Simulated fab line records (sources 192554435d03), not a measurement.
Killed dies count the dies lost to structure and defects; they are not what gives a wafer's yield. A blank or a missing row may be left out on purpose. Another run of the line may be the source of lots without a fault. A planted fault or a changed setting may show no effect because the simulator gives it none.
fab line records	flow n5_finfet
record: lots: 6	wafers: 16	last_day: 16
route steps=1938 shown BEOL_M4@1096 PASSIVATION@1936
lots that met no fault: from a run of the same line without faults
start_h: the number of hours between the record's first day and the start of the first shown wafer of the lot	wait_h: how many hours have passed since the lot's step before this one	" repeats the value in the row above	L1.1+2: a single row standing in for several wafers	- value missing, or start not given	* or withheld: withheld	< > ~ a bound
route shown NAME@n: names a module that has steps shown in the file, with the first one's number in the route	usual: average and standard deviation across the fault-free wafers	same: alike in all rows	chamber/n: place in a boat	sites: readings site by site	_std_site: how widely they spread, as a standard deviation	_edge_site: the outer-site mean with the inner-site mean subtracted	radius_mm: how far each site lies from the wafer's centre	mask NAME#n: copy n	behind: tool/chamber where the wafer was last shaped	hold: what put the lot on hold/how long, in hours/how the hold closed	device: which transistor (n, p or np) failed to switch	end of line: the tests these same wafers got at the end of their route	a step given without rows: its recipe and nothing more	killed: at the first sort, the dies lost to defects and structure; wafer yield is something else	map: shows each die of a wafer: x if killed, . if not, _ if none is there
set.NAME: the setting that was run; set.NAME@STEP: the one run at that earlier step	model.NAME: the simulator's own value behind a step, which no gauge read
lots at selected steps of the route; one table per step, one row per wafer
services: from which hour (start_h, from the record's first day; less than 0 if before it) a tool's chamber was out of use, for how many hours, and why
== steps ==
step: N5_BEOL_M4_SPUTTER_92
recipe: material: Cu	target_thk_a: 45	temp_c: -20	chamber_pressure_pa: 0.07	power_w: withheld	time_s: 8.29
usual: substrate_temp_c: -20.00/0.099	susceptor_temp_C: -19.99/0.11	throttle_valve_pct: 30.0/1.2
lot.wafer	tool	chamber	start_h	wait_h	substrate_temp_c	susceptor_temp_C	throttle_valve_pct
L877.1	pvd_sputter-03	-	187.06	0.1	-20.10	-19.91	28.1
L877.2	"	-	"	"	-19.90	-20.01	31.0
L877.4	"	-	"	"	-19.98	-19.95	29.1
L878.1	pvd_sputter-02	-	192.28	0.1	-20.12	-20.14	29.6
L878.3	"	-	"	"	-19.84	-19.93	31.0
L878.5	"	-	"	"	-20.01	-20.02	31.2
L881.4	pvd_sputter-03	-	210.28	0.1	-19.94	-20.08	31.2
L881.5	"	-	"	"	-20.03	-19.88	29.4
L879.4	pvd_sputter-01	-	210.44	0.1	-19.88	-20.07	31.4
L879.5	"	-	"	"	-19.89	-20.14	30.1
L888.1	pvd_sputter-01	-	255.67	0.1	-20.01	-19.96	27.9
L888.3	"	-	"	"	-19.96	-19.88	30.4
L888.4	"	-	"	"	-19.96	-20.01	31.1
L892.3	pvd_sputter-02	-	283.12	0.1	-19.86	-19.98	29.4
L892.4	"	-	"	"	-20.17	-20.10	31.4
L892.5	"	-	"	"	-20.00	-19.81	31.0
step: N5_BEOL_M4_ANNEAL_93
recipe: temp_c: 400	time_s: 240	ambient: vacuum
usual: heater_power_w: 843/99	susceptor_temp_C: 400.02/0.23
lot.wafer	tool	chamber	start_h	wait_h	heater_power_w	susceptor_temp_C
L877.1	pvd_sputter-03	-	187.14	0.0	900	400.14
L877.2	"	-	"	"	829	400.29
L877.4	"	-	"	"	917	400.30
L878.1	pvd_sputter-02	-	192.36	0.0	799	399.35
L878.3	"	-	"	"	802	399.49
L878.5	"	-	"	"	804	399.66
L881.4	pvd_sputter-03	-	210.36	0.0	829	399.89
L881.5	"	-	"	"	914	399.69
L879.4	pvd_sputter-01	-	210.52	0.0	966	400.07
L879.5	"	-	"	"	678	400.08
L888.1	pvd_sputter-01	-	255.75	0.0	901	400.07
L888.3	"	-	"	"	940	399.76
L888.4	"	-	"	"	973	400.16
L892.3	pvd_sputter-02	-	283.20	0.0	774	399.55
L892.4	"	-	"	"	887	399.64
L892.5	"	-	"	"	786	399.78
step: N5_BEOL_M4_SPUTTER_94
recipe: material: Cu	target_thk_a: 45	temp_c: -20	chamber_pressure_pa: 0.07	power_w: withheld	time_s: 8.29
step: N5_BEOL_M4_ANNEAL_95
recipe: temp_c: 400	time_s: 240	ambient: vacuum
usual: heater_power_w: 848/100	susceptor_temp_C: 400.00/0.21
lot.wafer	tool	chamber	start_h	wait_h	heater_power_w	susceptor_temp_C
L877.1	pvd_sputter-03	-	187.36	0.0	871	399.80
L877.2	"	-	"	"	840	399.68
L877.4	"	-	"	"	925	400.05
L878.1	pvd_sputter-02	-	192.58	0.0	773	400.11
L878.3	"	-	"	"	788	400.28
L878.5	"	-	"	"	816	399.97
L881.4	pvd_sputter-03	-	210.58	0.0	856	400.22
L881.5	"	-	"	"	931	399.99
L879.4	pvd_sputter-01	-	210.74	0.0	949	399.82
L879.5	"	-	"	"	683	400.20
L888.1	pvd_sputter-01	-	255.97	0.0	888	399.81
L888.3	"	-	"	"	947	400.08
L888.4	"	-	"	"	955	399.96
L892.3	pvd_sputter-02	-	283.42	0.0	757	400.03
L892.4	"	-	"	"	923	400.10
L892.5	"	-	"	"	807	399.93
step: N5_BEOL_M4_SPUTTER_96
recipe: material: Cu	target_thk_a: 45	temp_c: -20	chamber_pressure_pa: 0.07	power_w: withheld	time_s: 8.29
usual: substrate_temp_c: -20.00/0.11	susceptor_temp_C: -20.01/0.1	throttle_valve_pct: 30.0/1.2
lot.wafer	tool	chamber	start_h	wait_h	substrate_temp_c	susceptor_temp_C	throttle_valve_pct
L877.1	pvd_sputter-03	-	187.50	0.1	-20.17	-20.15	28.1
L877.2	"	-	"	"	-19.67	-20.02	31.0
L877.4	"	-	"	"	-20.19	-20.08	28.7
L878.1	pvd_sputter-02	-	192.72	0.1	-20.06	-19.91	29.9
L878.3	"	-	"	"	-20.16	-19.95	31.2
L878.5	"	-	"	"	-20.01	-19.88	31.4
L881.4	pvd_sputter-03	-	210.72	0.1	-20.06	-20.16	31.2
L881.5	"	-	"	"	-19.99	-20.02	29.0
L879.4	pvd_sputter-01	-	210.88	0.1	-19.91	-20.05	31.4
L879.5	"	-	"	"	-20.21	-20.03	30.1
L888.1	pvd_sputter-01	-	256.11	0.1	-20.04	-19.94	27.4
L888.3	"	-	"	"	-19.97	-20.15	30.5
L888.4	"	-	"	"	-20.09	-20.15	31.1
L892.3	pvd_sputter-02	-	283.56	0.1	-19.97	-19.90	29.6
L892.4	"	-	"	"	-19.85	-20.13	31.2
L892.5	"	-	"	"	-19.89	-20.09	31.2
step: N5_BEOL_M4_ECD_50
recipe: material: Cu	target_thk_a: 3000
step: N5_BEOL_M4_ANNEAL_51
recipe: temp_c: 225	time_s: 90	ambient: N2
step: N5_BEOL_M4_CMP_52
recipe: stop_on: SiOC	t_overpolish_s: 6.8	down_force_psi: 1	platen_rpm: 50	clearing_platen_down_force_psi: 1.5	clearing_platen_rpm: 50	post_cmp_clean: cu_alkaline	target_thk_nm: 40	clearing_platen_pad_velocity_m_s: 0.99484	pad_velocity_m_s: 0.99484
step: N5_BEOL_M4_THK_MEAS_53
recipe: thk_meas_gauge: xrf	reads: Cu_of_BEOL_M4_ECD_50
usual: M4_THK: 40.2/1.5
lot.wafer	tool	chamber	start_h	wait_h	M4_THK[nm]
L877.1	film_metro-01	-	188.40	-	37.8
L877.2	"	-	"	"	42.5
L877.4	"	-	"	"	40.1
L878.1	film_metro-01	-	194.71	-	39.7
L878.3	"	-	"	"	41.6
L878.5	"	-	"	"	40.6
L881.4	film_metro-02	-	213.87	-	42.7
L881.5	"	-	"	"	39.0
L879.4	film_metro-02	-	214.41	-	40.5
L879.5	"	-	"	"	40.6
L888.1	film_metro-01	-	256.90	-	41.4
L888.3	"	-	"	"	41.9
L888.4	"	-	"	"	41.2
L892.3	film_metro-01	-	284.35	-	41.4
L892.4	"	-	"	"	39.4
L892.5	"	-	"	"	39.7
step: N5_BEOL_M4_PRE_CLEAN_60
recipe: gas: NH3/H2	time_s: 15	temp_c: *	rf_power_w: 300
step: N5_BEOL_M4_CO_CAP_55
recipe: material: Co	target_thk_a: 20	temp_c: 200	precursor: CCTBA/H2	pressure_torr: 30	time_s: 102.1
usual: heater_power_w: 229/16	susceptor_temp_C: 199.99/0.16
lot.wafer	tool	chamber	start_h	wait_h	heater_power_w	susceptor_temp_C
L877.1	cvd_co-02	2	188.47	0.0	218	200.00
L877.2	"	1	"	"	246	199.78
L877.4	"	2	"	"	220	199.87
L878.1	cvd_co-01	1	194.78	0.0	251	199.97
L878.3	"	0	"	"	232	199.88
L878.5	"	1	"	"	249	199.93
L881.4	cvd_co-02	0	213.98	0.0	205	200.03
L881.5	"	1	"	"	245	200.05
L879.4	cvd_co-01	1	214.52	0.0	248	200.42
L879.5	"	2	"	"	217	199.83
L888.1	cvd_co-02	1	256.97	0.0	257	199.94
L888.3	"	0	"	"	204	199.92
L888.4	"	2	"	"	214	200.00
L892.3	cvd_co-02	2	284.43	0.0	219	199.95
L892.4	"	0	"	"	210	199.90
L892.5	"	1	"	"	253	200.12
step: N5_BEOL_M4_PRE_CLEAN_56
recipe: gas: NH3	time_s: 15	temp_c: withheld	rf_power_w: 300
step: N5_BEOL_M4_DEP_57
recipe: material: SiCN	target_thk_a: 80	temp_c: withheld	precursor: 3MS/NH3	pressure_torr: 3	rf_w: 202	time_s: 14
usual: showerhead_plenum_p_Torr: 3.659/0.016	throttle_valve_pct: 8.8/0.46
lot.wafer	tool	chamber	start_h	wait_h	showerhead_plenum_p_Torr	throttle_valve_pct	model.SiCN_of_BEOL_M4_DEP_57.thk_nm
L877.1	pecvd-01	0	188.59	0.0	3.642	8.5	7.8
L877.2	"	2	"	"	3.650	8.4	7.8
L877.4	"	2	"	"	3.659	8.2	8
L878.1	pecvd-02	1	194.90	0.0	3.665	9.4	7.8
L878.3	"	2	"	"	3.644	8.8	8
L878.5	"	0	"	"	3.682	9.2	7.8
L881.4	pecvd-02	0	214.08	0.0	3.672	9.2	8.4
L881.5	"	2	"	"	3.646	9.0	8
L879.4	pecvd-02	0	214.62	0.0	3.676	9.2	8.4
L879.5	"	1	"	"	3.660	9.2	8
L888.1	pecvd-03	0	257.09	0.0	3.679	10.0	7.8
L888.3	"	1	"	"	3.680	8.5	7.8
L888.4	"	0	"	"	3.687	9.7	8
L892.3	pecvd-01	0	284.55	0.0	3.638	8.1	8
L892.4	"	0	"	"	3.648	8.4	8
L892.5	"	1	"	"	3.646	8.9	8.4
step: N5_BEOL_M4_RS_MEAS_58
recipe: thk_meas_gauge: four-point-probe	reads: Co_of_BEOL_M4_CO_CAP_55+Cu_of_BEOL_M4_ECD_50+Co_of_BEOL_M4_CVD_47+TaN_of_BEOL_M4_ALD_84
usual: M4_RS: 0.66/0.03
lot.wafer	tool	chamber	start_h	wait_h	M4_RS[ohm/sq]
L877.1	film_metro-02	-	188.66	0.0	0.71
L877.2	"	-	"	"	0.61
L877.4	"	-	"	"	0.65
L878.1	film_metro-02	-	194.97	0.0	0.66
L878.3	"	-	"	"	0.63
L878.5	"	-	"	"	0.65
L881.4	film_metro-02	-	214.13	0.0	0.59
L881.5	"	-	"	"	0.67
L879.4	film_metro-01	-	214.68	0.0	0.64
L879.5	"	-	"	"	0.64
L888.1	film_metro-01	-	257.16	0.0	0.64
L888.3	"	-	"	"	0.62
L888.4	"	-	"	"	0.64
L892.3	film_metro-01	-	284.62	0.1	0.63
L892.4	"	-	"	"	0.67
L892.5	"	-	"	"	0.67
step: N5_BEOL_M4_RC_MEAS_101
usual: DIBL_N: 35.9/1.8	DIBL_P: 36.2/2	IOFF_N: 0.16/0.031	IOFF_P: 0.22/0.041	ION_N: 676/11	ION_P: 465/8.5	SS_N: 71.4/0.64	SS_P: 73.2/0.7	VT_N: 250/3.5	VT_P: -250/3.9
lot.wafer	tool	chamber	start_h	wait_h	DIBL_N[mV/V]	DIBL_P[mV/V]	IOFF_N[nA/um]	IOFF_P[nA/um]	ION_N[uA/um]	ION_P[uA/um]	SS_N[mV/dec]	SS_P[mV/dec]	VT_N[mV]	VT_P[mV]
L877.1	prober-02	0	188.71	0.0	34.4	35.2	0.13	0.18	674	464	71.2	72.7	254	-251
L877.2	"	0	"	"	30.5	31.1	0.08	0.13	646	454	70.4	71.8	260	-251
L877.4	"	0	"	"	35.5	37.5	0.16	0.21	665	466	71.9	74.1	251	-247
L878.1	prober-01	0	195.02	0.0	36.9	37.6	0.16	0.27	672	468	71.9	73.8	248	-248
L878.3	"	0	"	"	37.8	38.1	0.20	0.29	701	481	72.3	73.7	243	-244
L878.5	"	0	"	"	38.0	38.6	0.19	0.29	674	470	72.0	73.2	246	-242
L881.4	prober-01	0	214.65	0.5	33.2	31.4	0.11	0.17	669	459	70.7	71.9	254	-250
L881.5	"	0	"	"	36.7	36.6	0.17	0.24	687	477	72.1	73.1	250	-248
L879.4	prober-02	0	215.19	0.5	36.3	36.2	0.16	0.19	682	464	72.5	74.1	248	-255
L879.5	"	0	"	"	35.6	34.8	0.15	0.18	665	453	71.9	72.7	248	-257
L888.1	prober-01	0	257.21	0.0	36.1	36.0	0.19	0.23	679	468	71.4	73.5	246	-247
L888.3	"	0	"	"	34.1	33.3	0.14	0.19	678	468	71.0	72.1	251	-250
L888.4	"	0	"	"	34.7	35.0	0.16	0.23	666	464	70.6	72.8	248	-248
L892.3	prober-02	0	284.97	0.3	36.9	37.2	0.17	0.24	692	480	70.4	74.2	248	-248
L892.4	"	0	"	"	37.2	38.5	0.16	0.27	672	471	70.6	74.6	249	-244
L892.5	"	0	"	"	38.0	38.1	0.18	0.27	676	472	71.4	73.8	246	-244
step: N5_PASSIVATION_PROBE_49
usual: defect_limited_yield: 91.3/1.3	killed_at_M0_to_M3: 35/9.3	killed_at_M4_up: 14/5.2	killed_at_contacts: 12/5.9	killed_at_front_end: 38/11	killed_at_other: 4/3.7	killed_dies: 103/15	killed_open: 67/12	killed_short: 34/8	sort_bin_5_function: 5.1/0.88	sort_bin_6_memory: 3.3/0.65	sort_bin_8_speed: 0.00/0.03	sort_n_pass: 1077/15	sort_yield_pct: 91.3/1.3
same: gross_dies: 1180	killed_at_back_side: 0	sort_bin_4_leakage[%]: 0
lot.wafer	tool	chamber	start_h	wait_h	defect_limited_yield[%]	killed_at_M0_to_M3	killed_at_M4_up	killed_at_contacts	killed_at_front_end	killed_at_other	killed_dies	killed_open	killed_short	sort_bin_5_function[%]	sort_bin_6_memory[%]	sort_bin_8_speed[%]	sort_n_pass	sort_yield_pct[%]
L878.1	prober-01	-	309.44	0.0	91.7	41	18	13	25	1	98	63	35	5.4	2.7	0	1082	91.7
L878.3	prober-01	-	309.54	0.1	90.9	44	18	13	32	0	107	73	33	4.9	4.1	0	1073	90.9
L878.5	prober-01	-	309.64	0.2	92.5	37	12	7	32	1	89	67	21	4.2	3.3	0	1091	92.5
L881.4	prober-02	-	328.64	0.2	90.8	37	23	25	24	0	109	78	30	5.2	3.8	0	1071	90.8
L881.5	prober-02	-	328.69	0.2	92.9	26	16	13	28	1	84	57	27	4.5	2.5	0	1096	92.9
L892.3	prober-02	-	394.42	0.1	91.6	28	19	8	39	5	99	75	23	5.0	3.2	0	1081	91.6
L892.4	prober-02	-	394.47	0.2	90.8	27	16	10	47	8	108	72	28	5.3	3.3	0	1072	90.8
L892.5	prober-02	-	394.52	0.2	90.8	30	8	14	54	3	109	67	40	5.2	3.9	0	1071	90.8
killed by level:class
L878.1 FIN_SAQP:geometric_particle:open=11 MOL_CONTACT_COAG:geometric_particle:open=9 BEOL_M0_SAQP:geometric_particle:open=8 BEOL_M1:geometric_particle:open=8 BEOL_M3:geometric_particle:open=8 BEOL_M4:geometric_particle:open=8 BEOL_M0_SAQP:geometric_particle:short=7 FIN_SAQP:geometric_particle:short=5
L878.3 FIN_SAQP:geometric_particle:open=11 BEOL_M4:geometric_particle:open=11 MOL_CONTACT_COAG:geometric_particle:open=10 BEOL_M0_SAQP:geometric_particle:open=9 BEOL_M0_SAQP:geometric_particle:short=8 BEOL_M3:geometric_particle:open=8 BEOL_M2:geometric_particle:open=7 FIN_SAQP:geometric_particle:short=6
L878.5 FIN_SAQP:geometric_particle:open=13 BEOL_M3:geometric_particle:open=8 BEOL_M0_SAQP:geometric_particle:open=8 STI_FIN_REVEAL:geometric_particle:open=6 BEOL_M2:geometric_particle:open=6 FIN_SAQP:geometric_particle:short=5 MOL_CONTACT_COAG:geometric_particle:open=5 BEOL_M1:geometric_particle:open=5
L881.4 MOL_CONTACT_COAG:geometric_particle:open=20 BEOL_M4:geometric_particle:open=18 BEOL_M0_SAQP:geometric_particle:open=9 BEOL_M1:geometric_particle:open=8 STI_FIN_REVEAL:geometric_particle:open=7 BEOL_M0_SAQP:geometric_particle:short=6 MOL_CONTACT_COAG:geometric_particle:short=5 BEOL_M3:geometric_particle:open=5
L881.5 BEOL_M4:geometric_particle:open=9 STI_FIN_REVEAL:geometric_particle:open=8 MOL_CONTACT_COAG:geometric_particle:open=8 FIN_SAQP:geometric_particle:open=6 BEOL_M0:geometric_particle:short=6 BEOL_M3:geometric_particle:open=6 MOL_CONTACT_COAG:geometric_particle:short=5 BEOL_M1:geometric_particle:open=5
L892.3 STI_FIN_REVEAL:geometric_particle:open=13 BEOL_M2:geometric_particle:open=11 DUMMY_GATE:geometric_particle:open=9 BEOL_M4:geometric_particle:open=7 BEOL_M0:geometric_particle:open=7 MOL_CONTACT_COAG:geometric_particle:open=5 STI_FIN_REVEAL:geometric_particle:short=4 BEOL_M3:geometric_particle:open=4
L892.4 DUMMY_GATE:geometric_particle:open=13 STI_FIN_REVEAL:geometric_particle:open=9 MOL_CONTACT_COAG:geometric_particle:open=8 BEOL_M2:geometric_particle:open=8 BEOL_M4:geometric_particle:open=5 FIN_SAQP:geometric_particle:open=4 DUMMY_GATE:geometric_particle:short=4 BEOL_M3:geometric_particle:open=4
L892.5 STI_FIN_REVEAL:geometric_particle:open=11 MOL_CONTACT_COAG:geometric_particle:open=11 GATE_CUT:geometric_particle:short=9 DUMMY_GATE:geometric_particle:open=8 BEOL_M0_SAQP:geometric_particle:short=8 FIN_SAQP:geometric_particle:open=6 BEOL_M0_SAQP:geometric_particle:open=6 BEOL_M2:geometric_particle:open=6
== services ==
tool	chamber	start_h	hours	kind
pecvd-01	1	163.36	2.1	scheduled_down
pecvd-03	-	166.28	2.5	repair
cvd_co-02	-	167.46	5.8	repair
pecvd-01	2	176.43	2.1	scheduled_down
pecvd-01	2	208.98	16.5	scheduled_down
pecvd-03	2	239.01	5.5	scheduled_down
pecvd-02	2	252.11	3.4	repair
pvd_sputter-03	-	254.06	7.5	repair
pecvd-02	-	257.22	1.5	repair
cvd_co-02	-	276.15	3.8	pm
== key ==
first_sign none at tools or gauges
model_effect: step: N5_BEOL_M4_DEP_57	value: SiCN_of_BEOL_M4_DEP_57.thk_nm	without: 7.8	struck: 8.4
met_at N5_BEOL_M4_DEP_57
struck_wafers L879.4,L881.4
onset_between 194.90 214.08
fault: kind: process_parameter_drift	tool: pecvd-02	chamber: -	onset_h: 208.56	steps: N5_BEOL_M4_DEP_57	channel: time_s	offset: *	shape: step	end_h: 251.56	scope: struck_wafers_only	acts_in: *	stated: *
